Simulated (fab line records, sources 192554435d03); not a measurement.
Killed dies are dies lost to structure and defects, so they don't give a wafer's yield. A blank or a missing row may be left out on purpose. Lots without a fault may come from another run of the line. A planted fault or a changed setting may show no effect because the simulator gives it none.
Chamber matching | flow n5_finfet | N5_DUMMY_GATE_TRIM_49 on rie_si-05: 4 sister chambers
The step chemistry O2, time 29 s, target cd 14 nm. 18 wafers are shown with their chamber, then 9 later ones without.

WAFERS WITH THEIR CHAMBER
wafer  | chamber | drypump_motor_current_A (A) | throttle_valve_pct (%) | oes_product_au (a.u.)
L074.2 | 3       | 5.9                         | 8.09                   | 1.011
L074.3 | 1       | 5.3                         | 8.22                   | 0.992
L074.4 | 2       | 5.8                         | 8.32                   | 0.996
L077.1 | 0       | 4.9                         | 8.23                   | 1.031
L077.4 | 3       | 5.8                         | 8.08                   | 1.011
L077.6 | 3       | 5.8                         | 8.09                   | 1.009
L079.1 | 0       | 4.9                         | 8.23                   | 1.039
L079.2 | 3       | 5.8                         | 8.08                   | 1.005
L079.6 | 0       | 4.9                         | 8.22                   | 1.026
L081.2 | 2       | 5.8                         | 8.32                   | 0.992
L081.4 | 0       | 4.9                         | 8.22                   | 1.024
L081.5 | 2       | 5.7                         | 8.30                   | 1.000
L082.4 | 1       | 5.3                         | 8.21                   | 1.004
L082.5 | 0       | 4.9                         | 8.22                   | 1.032
L082.6 | 3       | 5.8                         | 7.83                   | 1.032
L083.1 | 1       | 5.3                         | 8.21                   | 1.006
L083.2 | 2       | 5.7                         | 8.30                   | 1.009
L083.6 | 0       | 4.9                         | 8.20                   | 1.029

SIGNATURES (means of the wafers above)
reading                 | chamber 0 | chamber 1 | chamber 2 | chamber 3 | scatter within a chamber
drypump_motor_current_A | 4.900     | 5.300     | 5.750     | 5.820     | 0.0359
throttle_valve_pct      | 8.2200    | 8.2133    | 8.3100    | 8.0340    | 0.0616
oes_product_au          | 1.03017   | 1.00067   | 0.99925   | 1.01360   | 0.00784
Rule: a wafer's distance from a chamber is the root of the sum, over the readings, of the square of ((its reading less the chamber's mean) divided by the reading's scatter). The wafer belongs to the nearest chamber; if the next one is less than 2 further off, it can't be placed. The scatter: the root of (the sum of the squares of (reading less its chamber's mean) over the shown wafers, divided by (wafers less chambers)).

WAFERS WITHOUT THEIR CHAMBER
wafer  | drypump_motor_current_A (A) | throttle_valve_pct (%) | oes_product_au (a.u.)
L089.3 | 5.3                         | 8.20                   | 0.991
L089.5 | 4.9                         | 8.23                   | 1.020
L089.6 | 5.3                         | 8.19                   | 0.998
L091.2 | 5.8                         | 7.83                   | 1.021
L091.3 | 4.9                         | 8.23                   | 1.026
L091.6 | 4.9                         | 8.22                   | 1.031
L094.1 | 5.9                         | 7.82                   | 1.023
L094.2 | 5.8                         | 8.32                   | 1.004
L094.4 | 5.3                         | 8.22                   | 1.002

WHICH CHAMBER EACH WENT THROUGH
wafer  | from the rows above | in truth
L089.3 | 1                   | 1
L089.5 | 0                   | 0
L089.6 | 1                   | 1
L091.2 | 3                   | 3
L091.3 | 0                   | 0
L091.6 | 0                   | 0
L094.1 | 3                   | 3
L094.2 | 2                   | 2
L094.4 | 1                   | 1
Placed correctly: 9 of 9. Can't be placed from these rows: 0. Placed wrongly: 0.
